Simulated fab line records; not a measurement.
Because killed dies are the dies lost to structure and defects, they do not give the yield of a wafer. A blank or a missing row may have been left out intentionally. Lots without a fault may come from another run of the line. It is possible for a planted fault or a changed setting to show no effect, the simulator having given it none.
fab line records / flow nand-harc
record: lots: 5 wafers: 15 last-day: 25
route steps=1159 shown P_GATE@170 END@1159
lots untouched by any fault: they come from a run of this same line in which no faults occurred
start-h: start of the lot's first displayed wafer, in hours after the record's first day / wait-h: hours elapsed since this lot's preceding step / " identical to the entry in the row above / L1.1+2: a single row standing in for several wafers / - value missing, or start not given / * or withheld: withheld / < > ~ a bound
route shown NAME@n: NAME is a module with steps in the file, n the number in the route of the first one / usual: the fault-free wafers' mean and standard deviation / same: alike in all rows / chamber/n: place in a boat / sites: each site's reading / _std_site: the standard deviation of these / _edge_site: outer sites' mean less inner sites' / radius-mm: how far each site lies from the wafer's centre / mask NAME#n: copy n / behind: tool/chamber where the wafer was last shaped / hold: the reason the lot was held/the length of the hold in hours/how it ended / device: the transistor (n, p or np) that didn't switch / end of line: at the end of the route, the tests of the same wafers / a step with no rows: only its recipe / killed: at the first sort, the dies lost to defects and structure; wafer yield is something else / map: a wafer's dies, marking killed ones x, the rest . and places with no die _
set.NAME: the setting the step ran with; set.NAME@STEP: the setting that earlier step ran with / model.NAME: the simulator's own value behind a step, which no gauge read
certain route steps with their lots: each step a table, each wafer a row
services: from which hour (start-h, from the record's first day; less than 0 if before it) a tool's chamber was out of use, for how many hours, and why
== steps ==
step: NHARC_P_GATE_CD_MEAS_46
recipe: target-cd-nm: 720 landing-energy-ev: 500
usual: cd-nm: 719.5/1.3
lot.wafer=L211.4 tool=cd-sem-01 chamber=0 start-h=133.71 wait-h=- cd-nm=718.2
lot.wafer=L211.5 tool=cd-sem-01 chamber=0 start-h=133.71 wait-h=- cd-nm=719.7
lot.wafer=L211.6 tool=cd-sem-01 chamber=0 start-h=133.71 wait-h=- cd-nm=719.3
lot.wafer=L212.2 tool=cd-sem-03 chamber=0 start-h=144.53 wait-h=- cd-nm=718.0
lot.wafer=L212.3 tool=cd-sem-03 chamber=0 start-h=144.53 wait-h=- cd-nm=719.3
lot.wafer=L212.5 tool=cd-sem-03 chamber=0 start-h=144.53 wait-h=- cd-nm=718.2
lot.wafer=L215.2 tool=cd-sem-03 chamber=0 start-h=154.28 wait-h=- cd-nm=720.8
lot.wafer=L215.3 tool=cd-sem-03 chamber=0 start-h=154.28 wait-h=- cd-nm=720.3
lot.wafer=L215.5 tool=cd-sem-03 chamber=0 start-h=154.28 wait-h=- cd-nm=721.6
lot.wafer=L224.1 tool=cd-sem-03 chamber=0 start-h=221.28 wait-h=- cd-nm=718.6
lot.wafer=L224.5 tool=cd-sem-03 chamber=0 start-h=221.28 wait-h=- cd-nm=719.1
lot.wafer=L224.6 tool=cd-sem-03 chamber=0 start-h=221.28 wait-h=- cd-nm=719.3
lot.wafer=L227.1 tool=cd-sem-01 chamber=0 start-h=237.29 wait-h=- cd-nm=718.6
lot.wafer=L227.2 tool=cd-sem-01 chamber=0 start-h=237.29 wait-h=- cd-nm=719.7
lot.wafer=L227.6 tool=cd-sem-01 chamber=0 start-h=237.29 wait-h=- cd-nm=717.8
step: NHARC_P_GATE_HARDBAKE_47
recipe: temp-c: 125 time-s: 80
step: NHARC_P_GATE_DESCUM_48
recipe: time-s: 3 o2-flow-sccm: 200 ar-flow-sccm: 0 bias-power-w: 0 chemistry: O2
usual: drypump-motor-current-A: 5.5/0.52 oes-product-au: 0.999/0.0075 rf-vpp-V: 57.8/0.9 showerhead-plenum-p-Torr: 1.91/0.083 throttle-valve-pct: 11.310/0.0094
same: time-s: 3
lot.wafer=L211.4 tool=rie-diel-07 chamber=3 start-h=133.90 wait-h=- drypump-motor-current-A=5.1 oes-product-au=0.998 rf-hours-counter-h=14 rf-vpp-V=57.6 showerhead-plenum-p-Torr=1.86 throttle-valve-pct=11.316
lot.wafer=L211.5 tool=rie-diel-07 chamber=0 start-h=133.90 wait-h=- drypump-motor-current-A=5.3 oes-product-au=0.991 rf-hours-counter-h=- rf-vpp-V=57.5 showerhead-plenum-p-Torr=1.98 throttle-valve-pct=11.301
lot.wafer=L211.6 tool=rie-diel-07 chamber=1 start-h=133.90 wait-h=- drypump-motor-current-A=5.0 oes-product-au=0.999 rf-hours-counter-h=- rf-vpp-V=58.5 showerhead-plenum-p-Torr=2.02 throttle-valve-pct=11.298
lot.wafer=L212.3 tool=rie-diel-08 chamber=1 start-h=144.71 wait-h=- drypump-motor-current-A=6.4 oes-product-au=1.007 rf-hours-counter-h=5 rf-vpp-V=58.5 showerhead-plenum-p-Torr=1.87 throttle-valve-pct=11.312
lot.wafer=L212.2 tool=rie-diel-08 chamber=3 start-h=144.71 wait-h=- drypump-motor-current-A=5.5 oes-product-au=1.008 rf-hours-counter-h=6 rf-vpp-V=58.4 showerhead-plenum-p-Torr=1.80 throttle-valve-pct=11.311
lot.wafer=L212.5 tool=rie-diel-08 chamber=0 start-h=144.71 wait-h=- drypump-motor-current-A=5.9 oes-product-au=1.002 rf-hours-counter-h=- rf-vpp-V=57.3 showerhead-plenum-p-Torr=1.80 throttle-valve-pct=11.325
lot.wafer=L215.3 tool=rie-diel-08 chamber=3 start-h=154.44 wait-h=- drypump-motor-current-A=5.5 oes-product-au=1.010 rf-hours-counter-h=11 rf-vpp-V=58.7 showerhead-plenum-p-Torr=1.80 throttle-valve-pct=11.304
lot.wafer=L215.2 tool=rie-diel-08 chamber=0 start-h=154.44 wait-h=- drypump-motor-current-A=5.9 oes-product-au=0.993 rf-hours-counter-h=11 rf-vpp-V=56.4 showerhead-plenum-p-Torr=1.80 throttle-valve-pct=11.314
lot.wafer=L215.5 tool=rie-diel-08 chamber=0 start-h=154.44 wait-h=- drypump-motor-current-A=5.9 oes-product-au=0.989 rf-hours-counter-h=- rf-vpp-V=57.4 showerhead-plenum-p-Torr=1.80 throttle-valve-pct=11.320
lot.wafer=L224.1 tool=rie-diel-08 chamber=2 start-h=221.48 wait-h=- drypump-motor-current-A=5.2 oes-product-au=0.999 rf-hours-counter-h=38 rf-vpp-V=58.0 showerhead-plenum-p-Torr=2.06 throttle-valve-pct=11.314
lot.wafer=L224.5 tool=rie-diel-08 chamber=3 start-h=221.48 wait-h=- drypump-motor-current-A=5.5 oes-product-au=1.004 rf-hours-counter-h=- rf-vpp-V=56.2 showerhead-plenum-p-Torr=1.79 throttle-valve-pct=11.299
lot.wafer=L224.6 tool=rie-diel-08 chamber=0 start-h=221.48 wait-h=- drypump-motor-current-A=5.9 oes-product-au=0.996 rf-hours-counter-h=- rf-vpp-V=57.8 showerhead-plenum-p-Torr=1.79 throttle-valve-pct=11.303
lot.wafer=L227.2 tool=rie-diel-07 chamber=1 start-h=237.50 wait-h=- drypump-motor-current-A=5.0 oes-product-au=1.002 rf-hours-counter-h=0 rf-vpp-V=58.0 showerhead-plenum-p-Torr=2.01 throttle-valve-pct=11.326
lot.wafer=L227.1 tool=rie-diel-07 chamber=3 start-h=237.50 wait-h=- drypump-motor-current-A=5.1 oes-product-au=0.997 rf-hours-counter-h=0 rf-vpp-V=58.0 showerhead-plenum-p-Torr=1.86 throttle-valve-pct=11.299
lot.wafer=L227.6 tool=rie-diel-07 chamber=1 start-h=237.50 wait-h=- drypump-motor-current-A=5.0 oes-product-au=1.007 rf-hours-counter-h=- rf-vpp-V=59.3 showerhead-plenum-p-Torr=2.01 throttle-valve-pct=11.300
step: NHARC_P_GATE_IMPLANT_49
recipe: energy-kev: 30 dose-cm2: 3e+15 tilt-deg: 7
step: NHARC_P_GATE_STRIP_111
recipe: power-w: 1500 temp-c: 110 time-s: 250 chemistry: N2/H2
usual: drypump-motor-current-A: 5.9/0.49 heater-power-w: 88/6.8
same: time-s: 250
lot.wafer=L211.4 tool=plasma-asher-01 chamber=0 start-h=134.39 wait-h=0.3 drypump-motor-current-A=6.7 heater-power-w=84 rf-hours-counter-h=-
lot.wafer=L211.5 tool=plasma-asher-01 chamber=1 start-h=134.39 wait-h=0.3 drypump-motor-current-A=5.7 heater-power-w=80 rf-hours-counter-h=-
lot.wafer=L211.6 tool=plasma-asher-01 chamber=0 start-h=134.39 wait-h=0.3 drypump-motor-current-A=6.6 heater-power-w=87 rf-hours-counter-h=-
lot.wafer=L212.2 tool=plasma-asher-01 chamber=1 start-h=145.07 wait-h=0.2 drypump-motor-current-A=5.8 heater-power-w=79 rf-hours-counter-h=11
lot.wafer=L212.3 tool=plasma-asher-01 chamber=0 start-h=145.07 wait-h=0.2 drypump-motor-current-A=6.6 heater-power-w=88 rf-hours-counter-h=-
lot.wafer=L212.5 tool=plasma-asher-01 chamber=0 start-h=145.07 wait-h=0.2 drypump-motor-current-A=6.6 heater-power-w=89 rf-hours-counter-h=-
lot.wafer=L215.2 tool=plasma-asher-02 chamber=0 start-h=154.81 wait-h=0.2 drypump-motor-current-A=5.8 heater-power-w=91 rf-hours-counter-h=49
lot.wafer=L215.3 tool=plasma-asher-02 chamber=1 start-h=154.81 wait-h=0.2 drypump-motor-current-A=5.3 heater-power-w=96 rf-hours-counter-h=-
lot.wafer=L215.5 tool=plasma-asher-02 chamber=0 start-h=154.81 wait-h=0.2 drypump-motor-current-A=5.8 heater-power-w=89 rf-hours-counter-h=-
lot.wafer=L224.1 tool=plasma-asher-01 chamber=0 start-h=221.86 wait-h=0.2 drypump-motor-current-A=6.6 heater-power-w=88 rf-hours-counter-h=42
lot.wafer=L224.6 tool=plasma-asher-01 chamber=1 start-h=221.86 wait-h=0.2 drypump-motor-current-A=5.8 heater-power-w=79 rf-hours-counter-h=-
lot.wafer=L224.5 tool=plasma-asher-01 chamber=0 start-h=221.86 wait-h=0.2 drypump-motor-current-A=6.6 heater-power-w=90 rf-hours-counter-h=-
lot.wafer=L227.1 tool=plasma-asher-02 chamber=0 start-h=237.86 wait-h=0.2 drypump-motor-current-A=5.8 heater-power-w=90 rf-hours-counter-h=14
lot.wafer=L227.2 tool=plasma-asher-02 chamber=1 start-h=237.86 wait-h=0.2 drypump-motor-current-A=5.3 heater-power-w=100 rf-hours-counter-h=14
lot.wafer=L227.6 tool=plasma-asher-02 chamber=0 start-h=237.86 wait-h=0.2 drypump-motor-current-A=5.9 heater-power-w=92 rf-hours-counter-h=-
step: NHARC_P_GATE_STRIP_75
recipe: power-w: 1500 temp-c: 250 chemistry: O2
usual: drypump-motor-current-A: 5.9/0.48 heater-power-w: 332/26
lot.wafer=L211.4 tool=plasma-asher-01 chamber=0 start-h=134.57 wait-h=0.1 drypump-motor-current-A=6.6 heater-power-w=319 rf-hours-counter-h=-
lot.wafer=L211.5 tool=plasma-asher-01 chamber=1 start-h=134.57 wait-h=0.1 drypump-motor-current-A=5.7 heater-power-w=300 rf-hours-counter-h=-
lot.wafer=L211.6 tool=plasma-asher-01 chamber=0 start-h=134.57 wait-h=0.1 drypump-motor-current-A=6.6 heater-power-w=329 rf-hours-counter-h=-
lot.wafer=L212.2 tool=plasma-asher-01 chamber=1 start-h=145.37 wait-h=0.3 drypump-motor-current-A=5.8 heater-power-w=303 rf-hours-counter-h=12
lot.wafer=L212.3 tool=plasma-asher-01 chamber=0 start-h=145.37 wait-h=0.3 drypump-motor-current-A=6.6 heater-power-w=329 rf-hours-counter-h=-
lot.wafer=L212.5 tool=plasma-asher-01 chamber=0 start-h=145.37 wait-h=0.3 drypump-motor-current-A=6.6 heater-power-w=323 rf-hours-counter-h=-
lot.wafer=L215.2 tool=plasma-asher-02 chamber=0 start-h=155.11 wait-h=0.3 drypump-motor-current-A=5.8 heater-power-w=329 rf-hours-counter-h=50
lot.wafer=L215.3 tool=plasma-asher-02 chamber=1 start-h=155.11 wait-h=0.3 drypump-motor-current-A=5.3 heater-power-w=363 rf-hours-counter-h=-
lot.wafer=L215.5 tool=plasma-asher-02 chamber=0 start-h=155.11 wait-h=0.3 drypump-motor-current-A=5.8 heater-power-w=337 rf-hours-counter-h=-
lot.wafer=L224.1 tool=plasma-asher-01 chamber=0 start-h=222.13 wait-h=0.2 drypump-motor-current-A=6.6 heater-power-w=330 rf-hours-counter-h=42
lot.wafer=L224.6 tool=plasma-asher-01 chamber=1 start-h=222.13 wait-h=0.2 drypump-motor-current-A=5.8 heater-power-w=305 rf-hours-counter-h=-
lot.wafer=L224.5 tool=plasma-asher-01 chamber=0 start-h=222.13 wait-h=0.2 drypump-motor-current-A=6.7 heater-power-w=339 rf-hours-counter-h=-
lot.wafer=L227.1 tool=plasma-asher-02 chamber=0 start-h=238.17 wait-h=0.3 drypump-motor-current-A=5.8 heater-power-w=340 rf-hours-counter-h=15
lot.wafer=L227.2 tool=plasma-asher-02 chamber=1 start-h=238.17 wait-h=0.3 drypump-motor-current-A=5.3 heater-power-w=391 rf-hours-counter-h=15
lot.wafer=L227.6 tool=plasma-asher-02 chamber=0 start-h=238.17 wait-h=0.3 drypump-motor-current-A=5.8 heater-power-w=345 rf-hours-counter-h=-
step: NHARC_P_GATE_STRIP_50
recipe: time-s: 900 temp-c: 130 chemistry: SPM
step: NHARC_P_GATE_DEHYDRATE_51
recipe: temp-c: 150 time-s: 120
step: NHARC_P_GATE_HMDS_52
recipe: time-s: 30
step: NHARC_P_GATE_COAT_53
recipe: spin-rpm: 3000
step: NHARC_P_GATE_SOFTBAKE_54
recipe: temp-c: 122 time-s: 95
step: NHARC_P_GATE_EBR_55
step: NHARC_P_GATE_EXPOSE_56
recipe: na: 0.6 target-cd-nm: 720 dose-mj: 14.81 mask-id: P_PSD
lot.wafer=L211.4+5+6 tool=krf-scanner-01 chamber=0 start-h=135.32 wait-h=- mask=P_PSD#0
lot.wafer=L212.2+3+5 tool=krf-scanner-04 chamber=0 start-h=146.14 wait-h=- mask=P_PSD#0
lot.wafer=L215.2+3+5 tool=krf-scanner-04 chamber=0 start-h=155.79 wait-h=- mask=P_NSD#0
lot.wafer=L224.1+5+6 tool=krf-scanner-03 chamber=0 start-h=222.90 wait-h=- mask=P_PSD#0
lot.wafer=L227.1+2+6 tool=krf-scanner-01 chamber=0 start-h=238.94 wait-h=- mask=P_PSD#0
step: NHARC_P_GATE_PEB_57
recipe: peb-temp-c: 118 peb-time-s: 85
step: NHARC_P_GATE_DEVELOP_58
recipe: time-s: 70
step: NHARC_P_GATE_CD_MEAS_59
recipe: target-cd-nm: 720 landing-energy-ev: 500
usual: cd-nm: 719.2/1.3
lot.wafer=L211.4 tool=cd-sem-03 chamber=0 start-h=135.47 wait-h=- cd-nm=720.2
lot.wafer=L211.5 tool=cd-sem-03 chamber=0 start-h=135.47 wait-h=- cd-nm=720.9
lot.wafer=L211.6 tool=cd-sem-03 chamber=0 start-h=135.47 wait-h=- cd-nm=721.2
lot.wafer=L212.2 tool=cd-sem-03 chamber=0 start-h=146.30 wait-h=- cd-nm=720.9
lot.wafer=L212.3 tool=cd-sem-03 chamber=0 start-h=146.30 wait-h=- cd-nm=718.4
lot.wafer=L212.5 tool=cd-sem-03 chamber=0 start-h=146.30 wait-h=- cd-nm=718.1
lot.wafer=L215.2 tool=cd-sem-03 chamber=0 start-h=155.94 wait-h=- cd-nm=-
lot.wafer=L215.3 tool=cd-sem-03 chamber=0 start-h=155.94 wait-h=- cd-nm=-
lot.wafer=L215.5 tool=cd-sem-03 chamber=0 start-h=155.94 wait-h=- cd-nm=-
lot.wafer=L224.1 tool=cd-sem-03 chamber=0 start-h=223.05 wait-h=- cd-nm=718.8
lot.wafer=L224.5 tool=cd-sem-03 chamber=0 start-h=223.05 wait-h=- cd-nm=720.1
lot.wafer=L224.6 tool=cd-sem-03 chamber=0 start-h=223.05 wait-h=- cd-nm=720.5
lot.wafer=L227.1 tool=cd-sem-02 chamber=0 start-h=239.10 wait-h=- cd-nm=717.6
lot.wafer=L227.2 tool=cd-sem-02 chamber=0 start-h=239.10 wait-h=- cd-nm=718.9
lot.wafer=L227.6 tool=cd-sem-02 chamber=0 start-h=239.10 wait-h=- cd-nm=718.5
step: NHARC_P_GATE_HARDBAKE_60
recipe: temp-c: 125 time-s: 80
step: NHARC_END_SORT_01
recipe: temp-c: 25
usual: killed-at-array: 27/11 killed-at-other: 0.7/0.93 killed-at-periphery: 2.9/1.9 killed-dies: 30/11 killed-open: 3.1/1.7 killed-short: 1.9/1.3
same: gross-dies: 677
lot.wafer=L215.2 tool=prober-01 chamber=0 start-h=490.84 wait-h=2.8 killed-at-array=31 killed-at-other=1 killed-at-periphery=645 killed-dies=677 killed-open=3 killed-short=1
lot.wafer=L215.3 tool=prober-01 chamber=0 start-h=491.64 wait-h=3.1 killed-at-array=30 killed-at-other=2 killed-at-periphery=645 killed-dies=677 killed-open=2 killed-short=2
lot.wafer=L215.5 tool=prober-01 chamber=0 start-h=493.24 wait-h=3.7 killed-at-array=33 killed-at-other=0 killed-at-periphery=644 killed-dies=677 killed-open=4 killed-short=2
killed by level:class
L215.2 P_GATE:area-expose=644 A_CHANNEL_HOLE_D1:chamber-film-flake=17 A_STAIRCASE:chamber-film-flake=8 A_CONTACT:chamber-film-flake=2 P_M0:geometric-particle:open=1 A_CHANNEL_HOLE_D1:geometric-particle:open=1 A_CONTACT:geometric-particle:open=1 A_CONTACT:geometric-particle:short=1
L215.3 P_GATE:area-expose=643 A_CHANNEL_HOLE_D1:chamber-film-flake=15 A_STAIRCASE:chamber-film-flake=10 A_CONTACT:chamber-film-flake=3 THIN_TSV:chamber-film-flake=2 P_CONTACT:geometric-particle:short=1 P_M1:geometric-particle:short=1 A_CONTACT:geometric-particle:open=1
L215.5 P_GATE:area-expose=643 A_CHANNEL_HOLE_D1:chamber-film-flake=16 A_STAIRCASE:chamber-film-flake=9 A_CONTACT:geometric-particle:open=2 P_CONTACT:geometric-particle:open=1 A_SGD_CUT:geometric-particle:short=1 A_CONTACT:geometric-particle:short=1 A_M0:geometric-particle:open=1
map L215.2 (x killed, . not)
____________x____________
_________xxxxxxx_________
_______xxxxxxxxxxx_______
______xxxxxxxxxxxxx______
_____xxxxxxxxxxxxxxx_____
____xxxxxxxxxxxxxxxxx____
____xxxxxxxxxxxxxxxxx____
___xxxxxxxxxxxxxxxxxxx___
___xxxxxxxxxxxxxxxxxxx___
__xxxxxxxxxxxxxxxxxxxxx__
__xxxxxxxxxxxxxxxxxxxxx__
_xxxxxxxxxxxxxxxxxxxxxxx_
_xxxxxxxxxxxxxxxxxxxxxxx_
_xxxxxxxxxxxxxxxxxxxxxxx_
_xxxxxxxxxxxxxxxxxxxxxxx_
_xxxxxxxxxxxxxxxxxxxxxxx_
xxxxxxxxxxxxxxxxxxxxxxxxx
xxxxxxxxxxxxxxxxxxxxxxxxx
xxxxxxxxxxxxxxxxxxxxxxxxx
xxxxxxxxxxxxxxxxxxxxxxxxx
xxxxxxxxxxxxxxxxxxxxxxxxx
_xxxxxxxxxxxxxxxxxxxxxxx_
_xxxxxxxxxxxxxxxxxxxxxxx_
_xxxxxxxxxxxxxxxxxxxxxxx_
_xxxxxxxxxxxxxxxxxxxxxxx_
_xxxxxxxxxxxxxxxxxxxxxxx_
__xxxxxxxxxxxxxxxxxxxxx__
__xxxxxxxxxxxxxxxxxxxxx__
___xxxxxxxxxxxxxxxxxxx___
___xxxxxxxxxxxxxxxxxxx___
____xxxxxxxxxxxxxxxxx____
____xxxxxxxxxxxxxxxxx____
_____xxxxxxxxxxxxxxx_____
______xxxxxxxxxxxxx______
_______xxxxxxxxxxx_______
_________xxxxxxx_________
____________x____________
map L212.2 (x killed, . not)
____________.____________
_________x..x..._________
_______..........._______
______...x.........______
_____.............x._____
____.................____
____.................____
___...................___
___...................___
__....x................__
__.....................__
_..x...................._
_..................x...._
_......................._
_.....x............x...._
_......................x_
.........................
...x................x....
...............x.........
x.x...x........x.........
................x........
_.....x...x........x...._
_..................x...._
_..x.x.................._
_......................._
_......x....x..........._
__......x..............__
__.....................__
___.................x.___
___.....x.x...........___
____.....x.........x.____
____...............x.____
_____...x..........._____
______.............______
_______..........._______
_________......._________
____________.____________
== services ==
tool=rie-diel-07 chamber=2 start-h=112.09 hours=6.9 kind=repair
tool=rie-diel-08 chamber=- start-h=124.93 hours=9.0 kind=pm
tool=rie-diel-08 chamber=0 start-h=124.93 hours=9.0 kind=vent-cycle
tool=rie-diel-08 chamber=1 start-h=124.93 hours=9.0 kind=vent-cycle
tool=rie-diel-08 chamber=2 start-h=124.93 hours=9.0 kind=vent-cycle
tool=rie-diel-08 chamber=3 start-h=124.93 hours=9.0 kind=vent-cycle
tool=krf-scanner-04 chamber=- start-h=126.00 hours=4.0 kind=pm
tool=rie-diel-08 chamber=0 start-h=133.93 hours=- kind=clean
tool=rie-diel-08 chamber=1 start-h=133.93 hours=- kind=clean
tool=rie-diel-07 chamber=2 start-h=136.51 hours=10.7 kind=repair
tool=krf-scanner-03 chamber=- start-h=168.00 hours=4.0 kind=pm
tool=rie-diel-07 chamber=3 start-h=168.76 hours=12.6 kind=repair
tool=krf-scanner-04 chamber=- start-h=176.33 hours=0.4 kind=repair
tool=plasma-asher-02 chamber=- start-h=183.08 hours=9.0 kind=pm
tool=plasma-asher-02 chamber=0 start-h=183.08 hours=9.0 kind=vent-cycle
tool=plasma-asher-02 chamber=1 start-h=183.08 hours=9.0 kind=vent-cycle
tool=rie-diel-07 chamber=1 start-h=187.53 hours=10.0 kind=repair
tool=plasma-asher-02 chamber=0 start-h=192.08 hours=- kind=clean
tool=plasma-asher-02 chamber=1 start-h=192.08 hours=- kind=clean
tool=plasma-asher-02 chamber=- start-h=200.75 hours=1.5 kind=repair
tool=krf-scanner-01 chamber=- start-h=218.27 hours=5.0 kind=repair
tool=rie-diel-07 chamber=- start-h=228.20 hours=9.0 kind=pm
tool=krf-scanner-01 chamber=- start-h=229.22 hours=0.4 kind=repair
tool=krf-scanner-03 chamber=- start-h=235.55 hours=1.6 kind=repair
== key ==
first-sign: step: NHARC_P_GATE_EXPOSE_56 reading: mask direction: changed
effect: step: NHARC_P_GATE_CD_MEAS_59 reading: cd-nm direction: missing
effect: step: NHARC_END_SORT_01 reading: killed-at-periphery direction: up sigmas: 99+ usual: 2.9 struck: 644.7
more-kills-born-at: NHARC_P_GATE_EXPOSE_56@krf-scanner-04: 1930
met-at NHARC_P_GATE_EXPOSE_56
struck-wafers L215.2,L215.3,L215.5
later-rows-left-out L215.2,L215.3,L215.5
tester-left-out L215
onset-between 146.14 155.79
fault: kind: wrong-mask tool: any chamber: - onset-h: 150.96 steps: NHARC_P_GATE_EXPOSE_56 aux-copy: P_NSD#0 scope: struck-lots-only
tester-left-out: of these lots the tester's yield and bins aren't shown, on N5 and GAA mostly nor the transistor test; their killed dies are dies lost to structure and defects alone, not to doping, threshold or leakage, so they don't give the yield
later-rows-left-out: the simulator's readings of these wafers behind a module that went badly wrong aren't trusted and aren't shown, but for the sort
